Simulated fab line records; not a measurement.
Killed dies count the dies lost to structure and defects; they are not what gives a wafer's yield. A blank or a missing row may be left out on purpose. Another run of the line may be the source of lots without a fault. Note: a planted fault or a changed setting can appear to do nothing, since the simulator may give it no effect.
Which tool did it? || flow nandHarc || Sampling: 6 lots, 18 wafers, 5 of 1302 route steps

== WHAT THE GAUGES SHOWED, per wafer ==
NHARC_END_SORT_01.
{"lot": "L481", "measured": "day 32 01:22", "on": "prober-01", "killedAtArray": "72 665 73"}

== WHAT TOOL EACH LOT RAN ON (gives the tool, then ch and the chambers of the sampled wafers, and finally the start) ==
{"lot": "L471", "NHARC_A_STAIRCASE_STRIP_205": "plasmaAsher-01 ch 0, day 16 18:20", "NHARC_A_STAIRCASE_TRIM_222": "rieDiel-04 ch 1,2,3, day 16 21:28 or earlier", "NHARC_A_STAIRCASE_ETCH_232": "rieDiel-04 ch 0,1,2, day 16 21:28", "NHARC_A_STAIRCASE_ETCH_236": "rieDiel-04 ch 0,1,2, no start"}
{"lot": "L475", "NHARC_A_STAIRCASE_STRIP_205": "plasmaAsher-01 ch 0,1, day 17 14:22", "NHARC_A_STAIRCASE_TRIM_222": "rieDiel-04 ch 0,1,2, day 17 18:02 or earlier", "NHARC_A_STAIRCASE_ETCH_232": "rieDiel-10 ch 0,1,2, day 17 18:02", "NHARC_A_STAIRCASE_ETCH_236": "rieDiel-10 ch 0,1,2, no start"}
{"lot": "L481", "NHARC_A_STAIRCASE_STRIP_205": "plasmaAsher-02 ch 0, day 20 15:38", "NHARC_A_STAIRCASE_TRIM_222": "rieDiel-04 ch 0,1,3, day 20 19:50 or earlier", "NHARC_A_STAIRCASE_ETCH_232": "rieDiel-10 ch 0,2, day 20 19:50", "NHARC_A_STAIRCASE_ETCH_236": "rieDiel-10 ch 1,2,3, day 32 01:22 or earlier"}
{"lot": "L489", "NHARC_A_STAIRCASE_STRIP_205": "plasmaAsher-01 ch 0,1, day 24 06:09", "NHARC_A_STAIRCASE_TRIM_222": "rieDiel-04 ch 1,2, day 24 09:21 or earlier", "NHARC_A_STAIRCASE_ETCH_232": "rieDiel-10 ch 0,1,2, day 24 09:21", "NHARC_A_STAIRCASE_ETCH_236": "rieDiel-10 ch 1,2, no start"}
{"lot": "L491", "NHARC_A_STAIRCASE_STRIP_205": "plasmaAsher-02 ch 0,1, day 24 09:50", "NHARC_A_STAIRCASE_TRIM_222": "rieDiel-03 ch 0,1,2, day 24 12:56 or earlier", "NHARC_A_STAIRCASE_ETCH_232": "rieDiel-04 ch 0,2, day 24 12:56", "NHARC_A_STAIRCASE_ETCH_236": "rieDiel-04 ch 1,2, no start"}
{"lot": "L493", "NHARC_A_STAIRCASE_STRIP_205": "plasmaAsher-01 ch 0,1, day 26 05:27", "NHARC_A_STAIRCASE_TRIM_222": "rieDiel-03 ch 0,1,2, day 26 11:24 or earlier", "NHARC_A_STAIRCASE_ETCH_232": "rieDiel-03 ch 1,2,3, day 26 11:24", "NHARC_A_STAIRCASE_ETCH_236": "rieDiel-03 ch 0,2,3, no start"}
- NHARC_A_STAIRCASE_STRIP_205: strips in O2.
- NHARC_A_STAIRCASE_TRIM_222: chemistry O2, time 211.2 s.
- NHARC_A_STAIRCASE_ETCH_232: etches the open film in C4F8/O2, target depth 100 nm, time 40.5 s.
- NHARC_A_STAIRCASE_ETCH_236: etches the open film in C4F8/O2, target depth 100 nm, time 40.5 s.

== THE ANSWER, worked out from the rows above alone ==
Rule: the lots themselves supply what counts as usual. The widest of any qualifying gaps counts: lots, ordered by their means at a reading, are off when they make up no more than a third of the lots, leave a main group of 4 or more, and stand apart from it by 3 or more times the standard deviation of that group's means. A main group whose means are all the same, to the digits that the tables above print for the reading, isn't used. Also off: a lot with no number at a reading for which 4 or more lots have one. Where the step has rows for the other lots, those lots are counted as sound.
Across all readings shown, no lot is off: no conclusion can be drawn from this.

== WHAT HAD BEEN PUT IN BY THE SIMULATOR ==
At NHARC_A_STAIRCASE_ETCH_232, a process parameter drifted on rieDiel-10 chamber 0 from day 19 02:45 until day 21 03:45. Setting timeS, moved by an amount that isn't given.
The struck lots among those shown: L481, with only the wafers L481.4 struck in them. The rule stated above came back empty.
